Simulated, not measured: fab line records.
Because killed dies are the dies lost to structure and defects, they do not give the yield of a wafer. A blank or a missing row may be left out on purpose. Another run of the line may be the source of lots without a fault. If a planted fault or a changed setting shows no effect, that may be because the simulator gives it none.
One fault through the eyes of 2 desks | flow n5Finfet | only its own numbers are on each desk; what lay behind them is given at the end

== DESK OF THE TOOL OWNER: rieDiel-03 ==
The tool's own readings at N5_GATE_CUT_ETCH_36 (etches SiARC in CF4, target depth 13 nm, time 21.7 s): means of the sampled wafers that have a number, for each lot that ran on this tool. The brackets show how far a lot's mean lies from the usual mean; more than 4 standard deviations puts the lot out of limits, marked OUT.
Columns: A = drypumpMotorCurrentA at N5_GATE_CUT_ETCH_36, usual 5.7 A; B = etchRfOnTimeS at N5_GATE_CUT_ETCH_36, usual 21.7 s; C = oesProductAu at N5_GATE_CUT_ETCH_36, usual 0.65 a.u.; D = rfVppV at N5_GATE_CUT_ETCH_36, usual 184.0 V; E = showerheadPlenumPTorr at N5_GATE_CUT_ETCH_36, usual 2.14 Torr; F = throttleValvePct at N5_GATE_CUT_ETCH_36, usual 15.7 %
lot  | first seen here | A   | B               | C    | D     | E    | F
L537 | day 5 05:28     | 6.2 | 21.8            | 0.66 | 185.7 | 2.19 | 15.6
L544 | day 7 06:48     | 5.7 | 21.2            | 0.61 | 184.1 | 2.12 | 15.6
L545 | day 7 14:29     | 5.8 | 21.8            | 0.61 | 182.9 | 2.15 | 15.8
L550 | day 8 13:40     | 6.0 | 17.6 (-7.2) OUT | 0.72 | 183.2 | 2.12 | 15.4
L552 | day 8 23:21     | 6.0 | 14.3 (-13) OUT  | 0.79 | 184.0 | 2.11 | 15.4
L553 | day 9 06:04     | 6.0 | 17.8 (-6.9) OUT | 0.70 | 185.2 | 2.11 | 15.4
This desk's verdict: out of limits on L550, L552, L553, starting with L550 at day 8 13:40 (etchRfOnTimeS at N5_GATE_CUT_ETCH_36). L537, L544, L545: within limits.

== THE METROLOGY DESK ==
Lot by lot, what the gauges showed, no matter which tool ran the lot: averages of those sampled wafers that carry a number. The brackets show how far a lot's mean lies from the usual mean; more than 4 standard deviations puts the lot out of limits, marked OUT. 7 of its 11 readings are shown, namely those furthest out on some lot.
Columns: A = cdNm at N5_GATE_CUT_CD_MEAS_13, usual 20.1 nm; B = DIBL_P at N5_BEOL_M4_RC_MEAS_101, usual 37.7 mV/V; C = IOFF_N at N5_BEOL_M4_RC_MEAS_101, usual 0.18 nA/um; D = ION_N at N5_BEOL_M4_RC_MEAS_101, usual 681 uA/um; E = ION_P at N5_BEOL_M4_RC_MEAS_101, usual 463 uA/um; F = SS_N at N5_BEOL_M4_RC_MEAS_101, usual 71.9 mV/dec; G = VT_N at N5_BEOL_M4_RC_MEAS_101, usual 248 mV
lot  | first seen here | A    | B    | C    | D   | E   | F    | G
L537 | day 5 05:13     | 19.9 | 37.1 | 0.17 | 686 | 460 | 71.3 | 248
L538 | day 5 15:04     | 20.0 | 38.1 | 0.18 | 671 | 450 | 72.4 | 250
L542 | day 6 14:28     | 20.5 | 38.1 | 0.17 | 685 | 463 | 72.7 | 250
L544 | day 7 06:37     | 19.6 | 35.9 | 0.16 | 685 | 465 | 71.5 | 248
L545 | day 7 14:07     | 19.8 | 41.3 | 0.24 | 712 | 477 | 72.0 | 243
L549 | day 8 06:29     | 20.3 | 37.9 | 0.18 | 682 | 472 | 71.7 | 247
L550 | day 8 13:29     | 20.3 | 38.1 | 0.15 | 668 | 455 | 71.7 | 253
L552 | day 8 23:10     | 20.6 | 37.0 | 0.18 | 679 | 462 | 71.6 | 247
L553 | day 9 05:45     | 20.8 | 34.8 | 0.13 | 676 | 464 | 70.8 | 253
L554 | day 9 14:15     | 20.3 | 37.1 | 0.15 | 669 | 456 | 71.6 | 251
L557 | day 10 10:00    | 19.6 | 35.2 | 0.16 | 676 | 466 | 71.5 | 249
This desk's verdict: no lot among the 11 shows anything out of limits.

== BROUGHT TOGETHER ==
The tool owner's desk had the chance to raise an alarm at day 8 13:40 on L550, L552, L553.
Nothing out of limits was seen by the metrology desk.
The metrology desk has L550, L552, L553 on record, within its limits.
N5_GATE_CUT_ETCH_36 was run on rieDiel-03 by each of the lots named.

== WHAT THE SIMULATOR HAD INSERTED ==
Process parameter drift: rieDiel-03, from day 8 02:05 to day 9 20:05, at N5_GATE_CUT_ETCH_36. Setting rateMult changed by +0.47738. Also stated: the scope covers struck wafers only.
Struck lots among those shown: L550, L552, L553.
Time in hours from fault onset to the first out-of-limits reading at each desk: the tool owner's desk, 12.
